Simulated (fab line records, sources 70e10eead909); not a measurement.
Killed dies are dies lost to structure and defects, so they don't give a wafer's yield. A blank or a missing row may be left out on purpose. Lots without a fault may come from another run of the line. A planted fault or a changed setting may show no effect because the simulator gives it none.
Which tool did it? | flow nand_harc | 24 lots, 72 wafers sampled, at 2 steps of a route of 1302

WHAT THE GAUGES READ, wafer by wafer
NHARC_A_SGD_CUT_OVL_MEAS_10. Usual: overlay_x_nm -0.2 nm, standard deviation 0.8; overlay_y_nm -0.2 nm, standard deviation 0.66.
lot  | measured     | on         | overlay_x_nm (nm) | overlay_y_nm (nm) | flag
L075 | day 19 01:40 | overlay-02 | 0.0 0.3 1.1       | -0.5 -0.1 0.1     |
L074 | day 19 15:30 | overlay-01 | 0.4 0.9 0.9       | -0.2 0.0 0.1      |
L076 | day 20 03:12 | overlay-02 | 0.5 0.2 0.6       | 0.8 1.3 0.8       |
L077 | day 20 10:45 | overlay-02 | 1.3 1.0 1.5       | -0.7 -1.1 -0.8    |
L079 | day 20 19:49 | overlay-02 | -0.4 -0.5 -0.2    | -0.2 0.3 0.7      |
L078 | day 20 20:08 | overlay-02 | 1.6 1.5 0.9       | 0.2 0.7 0.2       |
L081 | day 22 07:02 | overlay-01 | -0.6 -0.4 -0.2    | -1.9 -1.1 -1.4    |
L082 | day 22 07:20 | overlay-02 | -1.0 -0.9 -0.5    | 0.2 0.3 0.7       |
L080 | day 22 08:16 | overlay-02 | 0.2 1.2 0.6       | 0.1 -0.6 0.0      |
L083 | day 22 11:40 | overlay-02 | -0.5 0.2 0.1      | 0.1 0.1 0.2       |
L084 | day 24 01:20 | overlay-02 | -1.1 -0.2 -0.5    | -0.4 -0.7 -0.4    |
L086 | day 24 11:56 | overlay-02 | -0.4 -0.4 -0.5    | -0.1 0.1 -0.1     |
L087 | day 24 12:11 | overlay-01 | -0.3 -0.7 -1.1    | -0.8 -1.0 -0.9    |
L085 | day 24 12:20 | overlay-02 | -0.2 -0.3 -0.1    | 0.7 0.4 0.7       |
L089 | day 24 22:25 | overlay-02 | -0.9 -1.1 -0.7    | -0.2 0.3 0.0      |
L088 | day 25 09:55 | overlay-02 | -0.5 -1.0 -0.9    | -0.1 -0.3 0.2     |
L090 | day 25 20:42 | overlay-02 | 0.6 0.5 -0.1      | -0.6 -0.6 -0.1    |
L092 | day 25 23:21 | overlay-02 | 0.3 0.3 1.2       | -1.7 -1.7 -1.8    |
L091 | day 26 03:14 | overlay-02 | 0.2 0.0 -0.4      | -0.1 -0.3 -0.9    |
L093 | day 27 14:51 | overlay-02 | -1.8 -1.6 -1.2    | -0.2 -0.3 -0.4    |
L095 | day 27 22:31 | overlay-02 | -0.7 -0.7 -0.3    | -0.3 -0.3 -1.0    |
L097 | day 28 02:36 | overlay-01 | -1.0 -1.1 -1.3    | 0.2 0.1 0.4       |
L094 | day 28 02:50 | overlay-02 | 0.2 -0.1 -0.7     | -0.8 -0.4 -0.3    |
L096 | day 28 15:22 | overlay-02 | -1.5 -1.3 -1.5    | 0.0 -0.8 -0.7     |

WHICH TOOL RAN EACH LOT (tool, then ch and the chambers of the sampled wafers, then the start)
lot  | NHARC_A_STAIRCASE_CMP_472
L075 | cmp-04 ch 0,1,2, day 19 00:35
L074 | cmp-02 ch 0,1,3, day 19 14:17
L076 | cmp-03 ch 2,3, day 20 02:05
L077 | cmp-04 ch 0,2, day 20 09:38
L079 | cmp-03 ch 0,1,2, day 20 18:33
L078 | cmp-02 ch 1,2,3, day 20 18:50
L081 | cmp-04 ch 0,1,3, day 22 05:56
L082 | cmp-03 ch 0,1,3, day 22 06:05
L080 | cmp-04 ch 0,1,2, day 22 07:04
L083 | cmp-04 ch 0,1,3, day 22 10:27
L084 | cmp-03 ch 0,1,2, day 24 00:08
L086 | cmp-03 ch 0,1, day 24 10:41
L087 | cmp-02 ch 0,1, day 24 10:58
L085 | cmp-03 ch 2,3, day 24 11:04
L089 | cmp-03 ch 0,1,2, day 24 21:20
L088 | cmp-04 ch 0,1, day 25 08:44
L090 | cmp-02 ch 2,3, day 25 19:38
L092 | cmp-03 ch 0,1,3, day 25 22:19
L091 | cmp-02 ch 0,1, day 26 02:00
L093 | cmp-03 ch 0,2,3, day 27 13:38
L095 | cmp-03 ch 0,1,2, day 27 21:17
L097 | cmp-02 ch 2,3, day 28 01:22
L094 | cmp-03 ch 0,2,3, day 28 01:37
L096 | cmp-02 ch 1,2, day 28 14:17
- NHARC_A_STAIRCASE_CMP_472: polishes SiO2.

WHAT THE TOOLS THEMSELVES READ (means of the sampled wafers that have a number; where no wafer has one, the mark that the record gives instead)
NHARC_A_STAIRCASE_CMP_472. Usual: edge_zone_pressure_frac 1.000, standard deviation 0.0048; motor_current_A 11.5 A, standard deviation 1.7; retaining_ring_pressure_frac 1.000, standard deviation 0.0053.
lot  | tool   | edge_zone_pressure_frac | motor_current_A (A) | retaining_ring_pressure_frac | flag
L075 | cmp-04 | 0.998                   | 11.9                | 0.999                        |
L074 | cmp-02 | 1.002                   | 11.0                | 1.000                        |
L076 | cmp-03 | 0.994                   | 10.4                | 1.001                        |
L077 | cmp-04 | 1.002                   | 10.2                | 1.001                        |
L079 | cmp-03 | 1.000                   | 11.7                | 0.999                        |
L078 | cmp-02 | 1.001                   | 12.0                | 1.002                        |
L081 | cmp-04 | 0.998                   | 12.4                | 0.999                        |
L082 | cmp-03 | 1.001                   | 11.2                | 0.998                        |
L080 | cmp-04 | 1.001                   | 12.1                | 1.002                        |
L083 | cmp-04 | 0.998                   | 12.3                | 1.002                        |
L084 | cmp-03 | 1.002                   | 11.6                | 0.996                        |
L086 | cmp-03 | 0.999                   | 11.8                | 0.998                        |
L087 | cmp-02 | 0.996                   | 10.4                | 0.992                        |
L085 | cmp-03 | 0.993                   | 10.3                | 1.001                        |
L089 | cmp-03 | 1.000                   | 11.4                | 0.998                        |
L088 | cmp-04 | 1.000                   | 11.3                | 1.001                        |
L090 | cmp-02 | 0.992                   | 13.9                | 0.997                        |
L092 | cmp-03 | 0.996                   | 11.8                | 0.997                        |
L091 | cmp-02 | 1.000                   | 9.9                 | 0.997                        |
L093 | cmp-03 | 1.002                   | 10.8                | 0.999                        |
L095 | cmp-03 | 0.997                   | 11.5                | 0.998                        |
L097 | cmp-02 | 1.000                   | 13.6                | 0.998                        |
L094 | cmp-03 | 0.994                   | 10.8                | 1.002                        |
L096 | cmp-02 | 0.999                   | 12.7                | 0.997                        |

THE ANSWER, worked out from the rows above alone
Rule: a lot is off if the mean of its wafers that have a number lies more than 3 standard deviations from the usual mean. A lot without any number at a reading at which 4 lots or more have one is off too. The other lots that the step has rows for count as sound. The gauges are gone through in route order, then the tools' own readings, and for those a lot's mean is taken as printed above. The first step at which some lot is off is used, and at that step the reading that is off furthest; a lot without a number counts as furthest.
No lot is off at any reading shown: from this, nothing can be told.

WHAT THE SIMULATOR HAD PUT IN
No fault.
